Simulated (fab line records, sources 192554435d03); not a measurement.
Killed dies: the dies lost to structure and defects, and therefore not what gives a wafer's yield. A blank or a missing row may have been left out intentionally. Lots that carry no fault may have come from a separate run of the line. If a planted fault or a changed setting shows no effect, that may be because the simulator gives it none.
Split-lot experiment / flow n5 finfet / on a route of 1938 steps: 7 lots, 39 wafers read

ABOUT THE SPLIT
At N5_WELL_APT_EXPOSE_05 (exposes mask NWELL, defocus 0 nm, target cd 200 nm), the setting dose mj was moved away from the recipe's 20.3 on 12 of the 39 wafers read, by -3.1% to +6.5%. The other wafers ran this setting at the recipe's value.

FROM THE SPLIT TO THE READING: what the file shows between them, 3 steps
- N5_WELL_APT_PEB_06: peb time 90 s
- N5_WELL_APT_DEVELOP_07: develop time 45 s
- N5_WELL_APT_HARDBAKE_12: time 120 s

THE READING
Shown in nm: cd nm at N5_WELL_APT_CD_MEAS_08, with target cd 200 nm. On this fab line, fault-free wafers typically give 200.3 nm with a standard deviation of 1.3 nm.

wafer=L074.1; tool, chamber at the split=krf scanner-01, 0; dose mj as run=20.3; against the recipe=recipe; cd nm, nm=200.8; against lot-mates on the recipe=-
wafer=L074.2; tool, chamber at the split=krf scanner-01, 0; dose mj as run=21.35; against the recipe=+5.2%; cd nm, nm=211.2; against lot-mates on the recipe=+9.8
wafer=L074.3; tool, chamber at the split=krf scanner-01, 0; dose mj as run=20.3; against the recipe=recipe; cd nm, nm=201.7; against lot-mates on the recipe=-
wafer=L074.4; tool, chamber at the split=krf scanner-01, 0; dose mj as run=21.35; against the recipe=+5.2%; cd nm, nm=209.3; against lot-mates on the recipe=+7.9
wafer=L074.5; tool, chamber at the split=krf scanner-01, 0; dose mj as run=20.3; against the recipe=recipe; cd nm, nm=201.6; against lot-mates on the recipe=-
wafer=L074.6; tool, chamber at the split=krf scanner-01, 0; dose mj as run=21.35; against the recipe=+5.2%; cd nm, nm=209.1; against lot-mates on the recipe=+7.7
wafer=L078.1; tool, chamber at the split=krf scanner-02, 0; dose mj as run=20.3; against the recipe=recipe; cd nm, nm=199.1; against lot-mates on the recipe=-
wafer=L078.2; tool, chamber at the split=krf scanner-02, 0; dose mj as run=19.67; against the recipe=-3.1%; cd nm, nm=195.0; against lot-mates on the recipe=-4.3
wafer=L078.3; tool, chamber at the split=krf scanner-02, 0; dose mj as run=19.67; against the recipe=-3.1%; cd nm, nm=193.8; against lot-mates on the recipe=-5.5
wafer=L078.4; tool, chamber at the split=krf scanner-02, 0; dose mj as run=20.3; against the recipe=recipe; cd nm, nm=197.8; against lot-mates on the recipe=-
wafer=L078.5; tool, chamber at the split=krf scanner-02, 0; dose mj as run=19.67; against the recipe=-3.1%; cd nm, nm=194.5; against lot-mates on the recipe=-4.8
wafer=L078.6; tool, chamber at the split=krf scanner-02, 0; dose mj as run=20.3; against the recipe=recipe; cd nm, nm=201.1; against lot-mates on the recipe=-
wafer=L081.1; tool, chamber at the split=krf scanner-02, 0; dose mj as run=20.3; against the recipe=recipe; cd nm, nm=200.7; against lot-mates on the recipe=-
wafer=L081.2; tool, chamber at the split=krf scanner-02, 0; dose mj as run=20.87; against the recipe=+2.8%; cd nm, nm=205.6; against lot-mates on the recipe=+5.4
wafer=L081.3; tool, chamber at the split=krf scanner-02, 0; dose mj as run=20.3; against the recipe=recipe; cd nm, nm=200.1; against lot-mates on the recipe=-
wafer=L081.4; tool, chamber at the split=krf scanner-02, 0; dose mj as run=20.3; against the recipe=recipe; cd nm, nm=199.8; against lot-mates on the recipe=-
wafer=L081.5; tool, chamber at the split=krf scanner-02, 0; dose mj as run=20.87; against the recipe=+2.8%; cd nm, nm=204.5; against lot-mates on the recipe=+4.3
wafer=L081.6; tool, chamber at the split=krf scanner-02, 0; dose mj as run=20.87; against the recipe=+2.8%; cd nm, nm=204.0; against lot-mates on the recipe=+3.8
wafer=L085.1; tool, chamber at the split=krf scanner-01, 0; dose mj as run=20.3; against the recipe=recipe; cd nm, nm=197.7; against lot-mates on the recipe=-
wafer=L085.2; tool, chamber at the split=krf scanner-01, 0; dose mj as run=20.3; against the recipe=recipe; cd nm, nm=198.8; against lot-mates on the recipe=-
wafer=L085.3; tool, chamber at the split=krf scanner-01, 0; dose mj as run=20.3; against the recipe=recipe; cd nm, nm=197.1; against lot-mates on the recipe=-
wafer=L085.4; tool, chamber at the split=krf scanner-01, 0; dose mj as run=20.3; against the recipe=recipe; cd nm, nm=200.1; against lot-mates on the recipe=-
wafer=L085.5; tool, chamber at the split=krf scanner-01, 0; dose mj as run=20.3; against the recipe=recipe; cd nm, nm=199.0; against lot-mates on the recipe=-
wafer=L085.6; tool, chamber at the split=krf scanner-01, 0; dose mj as run=20.3; against the recipe=recipe; cd nm, nm=199.7; against lot-mates on the recipe=-
wafer=L089.1; tool, chamber at the split=krf scanner-02, 0; dose mj as run=20.3; against the recipe=recipe; cd nm, nm=201.4; against lot-mates on the recipe=-
wafer=L089.2; tool, chamber at the split=krf scanner-02, 0; dose mj as run=21.61; against the recipe=+6.5%; cd nm, nm=212.6; against lot-mates on the recipe=+11.3
wafer=L089.3; tool, chamber at the split=krf scanner-02, 0; dose mj as run=20.3; against the recipe=recipe; cd nm, nm=201.2; against lot-mates on the recipe=-
wafer=L089.4; tool, chamber at the split=krf scanner-02, 0; dose mj as run=21.61; against the recipe=+6.5%; cd nm, nm=210.6; against lot-mates on the recipe=+9.3
wafer=L089.5; tool, chamber at the split=krf scanner-02, 0; dose mj as run=21.61; against the recipe=+6.5%; cd nm, nm=211.7; against lot-mates on the recipe=+10.4
wafer=L089.6; tool, chamber at the split=krf scanner-02, 0; dose mj as run=20.3; against the recipe=recipe; cd nm, nm=201.3; against lot-mates on the recipe=-
wafer=L094.2; tool, chamber at the split=krf scanner-02, 0; dose mj as run=20.3; against the recipe=recipe; cd nm, nm=199.8; against lot-mates on the recipe=-
wafer=L094.3; tool, chamber at the split=krf scanner-02, 0; dose mj as run=20.3; against the recipe=recipe; cd nm, nm=199.3; against lot-mates on the recipe=-
wafer=L094.4; tool, chamber at the split=krf scanner-02, 0; dose mj as run=20.3; against the recipe=recipe; cd nm, nm=201.0; against lot-mates on the recipe=-
wafer=L095.1; tool, chamber at the split=krf scanner-02, 0; dose mj as run=20.3; against the recipe=recipe; cd nm, nm=201.3; against lot-mates on the recipe=-
wafer=L095.2; tool, chamber at the split=krf scanner-02, 0; dose mj as run=20.3; against the recipe=recipe; cd nm, nm=200.4; against lot-mates on the recipe=-
wafer=L095.3; tool, chamber at the split=krf scanner-02, 0; dose mj as run=20.3; against the recipe=recipe; cd nm, nm=201.5; against lot-mates on the recipe=-
wafer=L095.4; tool, chamber at the split=krf scanner-02, 0; dose mj as run=20.3; against the recipe=recipe; cd nm, nm=201.2; against lot-mates on the recipe=-
wafer=L095.5; tool, chamber at the split=krf scanner-02, 0; dose mj as run=20.3; against the recipe=recipe; cd nm, nm=200.3; against lot-mates on the recipe=-
wafer=L095.6; tool, chamber at the split=krf scanner-02, 0; dose mj as run=20.3; against the recipe=recipe; cd nm, nm=200.4; against lot-mates on the recipe=-

FIT RESULTS
A straight line over all 39 wafers: cd nm changes by +1.81 nm for each +1% of dose mj; r = +0.97; the points scatter about the line by 1.2 nm.
The same after taking each lot's own level away (the mean of its wafers on the recipe; 39 wafers): +1.61 nm for each +1%; r = +0.98; scatter 0.79 nm.
That fit puts the effect of the largest move of dose mj on the reading at 10 nm.
The span of the lots' own levels, 198.73 to 201.37 nm, comes to 2.0 times the standard deviation stated above.
So the slope is not independent of the lot-to-lot level: the two fits are not the same.
Check: for one of the wafers moved furthest among these (+6.5%), held out of the fit, the line's prediction against its lot-mates is +10.2 nm. Against them it came out at +11.3 nm.

THE WHOLE CHAIN: every reading that the file lists as answering this split, in the file's order
step=N5_WELL_APT_CD_MEAS_08; what it does=target cd 200 nm; reading=cd nm; change (the file's fit)=+1.61 nm for each +1% of the setting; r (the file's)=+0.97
step=N5_WELL_APT_DESCUM_13; what it does=chemistry O2, time 7.9 s; reading=WELL_APT.cd nm (the simulator's own value, which no gauge read); change (the file's fit)=+1.62 nm for each +1% of the setting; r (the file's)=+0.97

THE FILE'S OWN FIT
cd nm changes by +1.61 nm for each +1% of dose mj, r = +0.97.
